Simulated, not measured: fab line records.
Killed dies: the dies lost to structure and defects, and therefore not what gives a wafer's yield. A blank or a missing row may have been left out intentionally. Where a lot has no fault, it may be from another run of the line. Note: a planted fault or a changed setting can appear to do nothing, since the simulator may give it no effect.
Which of the tools did it? -- flow nand harc -- Sampling: 24 lots, 72 wafers, 3 of 1302 route steps

WHAT EACH GAUGE READ, for each wafer
NHARC_A_CONTACT_OVL_MEAS_43.
lot,measured,on,overlay x nm (nm),overlay y nm (nm)
L074,day 21 04:40,overlay-01,0.0 -0.3 0.0,-0.1 -0.4 -0.4
L076,day 21 13:55,overlay-01,-0.8 -0.5 -0.7,-0.6 -1.0 -1.0
L075,day 22 02:53,overlay-02,0.5 1.1 -0.1,-0.5 -0.5 -0.3
L077,day 22 09:50,overlay-01,-0.4 -0.7 -0.5,-1.0 -0.7 -0.9
L079,day 23 02:27,overlay-02,-0.2 -0.7 -0.4,0.4 0.3 0.9
L078,day 22 18:10,overlay-02,-0.1 0.0 0.1,-1.7 -1.2 -1.6
L081,day 24 10:45,overlay-02,-1.1 -1.5 -1.0,0.4 0.2 0.7
L080,day 24 19:31,overlay-02,-0.2 0.4 0.2,0.5 0.4 0.4
L083,day 25 03:52,overlay-02,-0.3 -0.4 0.1,0.8 1.5 0.7
L082,day 25 01:42,overlay-02,1.4 0.9 1.0,0.9 0.7 0.7
L085,day 25 16:15,overlay-02,-0.1 0.4 0.2,-0.3 -0.2 -0.2
L084,day 25 20:39,overlay-01,0.2 0.0 0.0,-1.6 -2.1 -1.8
L086,day 26 04:54,overlay-01,-0.4 -0.2 -1.0,1.2 1.1 1.0
L088,day 27 11:06,overlay-02,0.1 0.1 0.3,-0.8 -0.4 -0.6
L090,day 27 11:24,overlay-01,0.3 0.1 -0.5,0.9 0.6 1.4
L087,day 27 14:13,overlay-01,0.3 0.7 0.7,-0.3 -1.0 -1.2
L089,day 28 00:03,overlay-02,-0.2 0.3 -0.5,-0.4 -0.3 -1.1
L092,day 28 09:11,overlay-02,-0.4 -0.2 0.1,-0.9 -1.1 -1.3
L091,day 28 10:01,overlay-01,0.3 0.1 -0.2,-0.4 -0.6 0.1
L093,day 29 02:52,overlay-02,0.1 0.2 -0.2,-0.6 -1.0 0.1
L095,day 29 18:09,overlay-02,1.3 1.2 0.9,-0.4 -0.7 -1.0
L094,day 29 18:46,overlay-02,-0.3 0.1 -0.2,-0.5 0.2 -0.2
L097,day 30 13:07,overlay-02,-0.4 -0.6 -0.2,-0.2 -0.7 -0.5
L096,day 30 12:57,overlay-02,-0.4 -0.5 -1.4,1.4 1.4 1.7

WHAT TOOL EACH LOT RAN ON (gives the tool, then ch and the chambers of the sampled wafers, and finally the start)
lot,NHARC_A_STAIRCASE_DEP_471,NHARC_A_WL_FILL_CMP_12
L074,"pecvd-03 ch 0,2, day 18 22:10","cmp-01 ch 0,1,3, day 20 22:28"
L076,"pecvd-03 ch 0,1, day 19 11:49","cmp-01 ch 1,2,3, day 21 07:46"
L075,"pecvd-02 ch 0,1,2, day 19 11:58","cmp-01 ch 0,1, day 21 20:24"
L077,"pecvd-02 ch 0,1,2, day 20 05:41","cmp-04 ch 0,1,3, day 22 03:45"
L079,"pecvd-02 ch 0,2, day 20 16:18","cmp-04 ch 0,1,3, day 22 20:19"
L078,"pecvd-02 ch 1,2, day 20 17:33","cmp-03 ch 0,3, day 22 11:59"
L081,"pecvd-03 ch 1,2, day 22 04:10","cmp-01 ch 2,3, day 24 02:54"
L080,"pecvd-02 ch 0,1,2, day 22 14:59","cmp-03 ch 0,2,3, day 24 13:22"
L083,"pecvd-04 ch 0,1, day 22 22:56","cmp-01 ch 2,3, day 24 21:35"
L082,"pecvd-03 ch 0,1,2, day 22 23:16","cmp-03 ch 0,1, day 24 18:26"
L085,"pecvd-04 ch 0,2, day 23 12:04","cmp-01 ch 0,1, day 25 09:11"
L084,"pecvd-02 ch 0,1, day 23 12:18","cmp-01 ch 0,2, day 25 14:17"
L086,"pecvd-02 ch 0,1,2, day 24 00:24","cmp-04 ch 0,1,2, day 25 21:07"
L088,"pecvd-02 ch 0,1, day 24 22:59","cmp-04 ch 0,2,3, day 27 05:00"
L090,"pecvd-02 ch 0,1,2, day 25 08:06","cmp-03 ch 2,3, day 27 04:59"
L087,"pecvd-02 ch 0,1, day 25 09:04","cmp-01 ch 0,2,3, day 27 05:11"
L089,"pecvd-03 ch 0,2, day 25 16:55","cmp-03 ch 1,2, day 27 17:49"
L092,"pecvd-02 ch 0,1,2, day 26 04:16","cmp-03 ch 2,3, day 28 02:08"
L091,"pecvd-02 ch 1,2, day 26 04:40","cmp-01 ch 0,2,3, day 28 02:13"
L093,"pecvd-03 ch 0,1,2, day 26 20:59","cmp-01 ch 1,2,3, day 28 16:44"
L095,"pecvd-02 ch 0,1, day 27 10:38","cmp-03 ch 0,2, day 29 09:08"
L094,"pecvd-03 ch 0,1,2, day 27 11:45","cmp-04 ch 1,2,3, day 29 09:12"
L097,"pecvd-02 ch 1,2, day 28 07:10","cmp-03 ch 0,2,3, day 30 04:26"
L096,"pecvd-03 ch 0,1,2, day 28 07:13","cmp-03 ch 0,1,2, day 30 04:18"
- NHARC_A_STAIRCASE_DEP_471: deposits SiO2, target thk 100 nm.
- NHARC_A_WL_FILL_CMP_12: polishes, t overpolish 30 s, target thk 100 nm.

AS READ BY THE TOOLS THEMSELVES (means over the sampled wafers that have a number; for cases with no such wafer, the mark the record gives instead)
NHARC_A_STAIRCASE_DEP_471.
lot,tool,heater power w (W),susceptor temp C (C),throttle valve pct (%)
L074,pecvd-03,464,399.99,16.1
L076,pecvd-03,505,400.05,16.4
L075,pecvd-02,520,400.21,15.7
L077,pecvd-02,538,399.76,15.5
L079,pecvd-02,504,400.28,15.4
L078,pecvd-02,614,400.03,15.6
L081,pecvd-03,541,400.11,16.3
L080,pecvd-02,487,399.88,15.7
L083,pecvd-04,505,399.96,15.9
L082,pecvd-03,547,400.04,16.5
L085,pecvd-04,502,399.83,16.1
L084,pecvd-02,480,399.91,15.9
L086,pecvd-02,545,400.27,15.8
L088,pecvd-02,463,399.98,16.3
L090,pecvd-02,482,400.05,15.9
L087,pecvd-02,493,400.13,16.1
L089,pecvd-03,535,399.78,15.9
L092,pecvd-02,533,400.04,15.6
L091,pecvd-02,579,400.13,15.3
L093,pecvd-03,516,400.11,15.9
L095,pecvd-02,458,400.06,15.8
L094,pecvd-03,513,400.03,15.9
L097,pecvd-02,540,400.22,15.6
L096,pecvd-03,556,400.06,16.1

NHARC_A_WL_FILL_CMP_12.
lot,tool,motor current A (A),overpolish run s (s),time to endpoint s (s)
L074,cmp-01,13.4,30.003,23.7
L076,cmp-01,13.0,30.004,20.5
L075,cmp-01,14.5,30.000,16.5
L077,cmp-04,12.0,29.996,21.2
L079,cmp-04,12.0,30.002,18.9
L078,cmp-03,12.1,30.006,16.4
L081,cmp-01,13.2,30.004,22.8
L080,cmp-03,11.9,30.005,19.7
L083,cmp-01,12.9,29.997,21.7
L082,cmp-03,12.7,29.994,20.5
L085,cmp-01,14.7,30.004,21.8
L084,cmp-01,14.9,30.005,19.3
L086,cmp-04,12.2,30.000,17.9
L088,cmp-04,11.8,29.996,18.8
L090,cmp-03,11.9,29.998,17.6
L087,cmp-01,13.5,30.008,21.9
L089,cmp-03,12.7,30.005,18.1
L092,cmp-03,12.5,29.999,18.6
L091,cmp-01,13.8,30.007,22.0
L093,cmp-01,12.9,30.005,27.0
L095,cmp-03,12.3,29.996,23.5
L094,cmp-04,12.1,30.003,19.2
L097,cmp-03,12.0,29.993,19.6
L096,cmp-03,12.4,30.000,17.9

THE ANSWER, worked out from the rows above alone
Rule: the lots themselves supply what counts as usual. Put in order of their means at a reading, lots are off if they are a third of the lots or fewer, leave a main group of 4 or more, and stand apart from it by a gap of 3 or more times the standard deviation of the main group's means; of several such gaps the widest counts. A main group whose means are all the same, to the digits that the tables above print for the reading, isn't used. Also off: a lot with no number at a reading for which 4 or more lots have one. The other lots that the step has rows for count as sound. After the gauges, taken in route order, come the tools' own readings; for these a lot's mean is taken, as printed above. At the first step where some lot is off, the reading lying furthest off is the one used; lots without a number count as furthest.
No lot is off at any reading shown: from this, nothing can be told.

WHAT THE SIMULATOR HAD PUT IN
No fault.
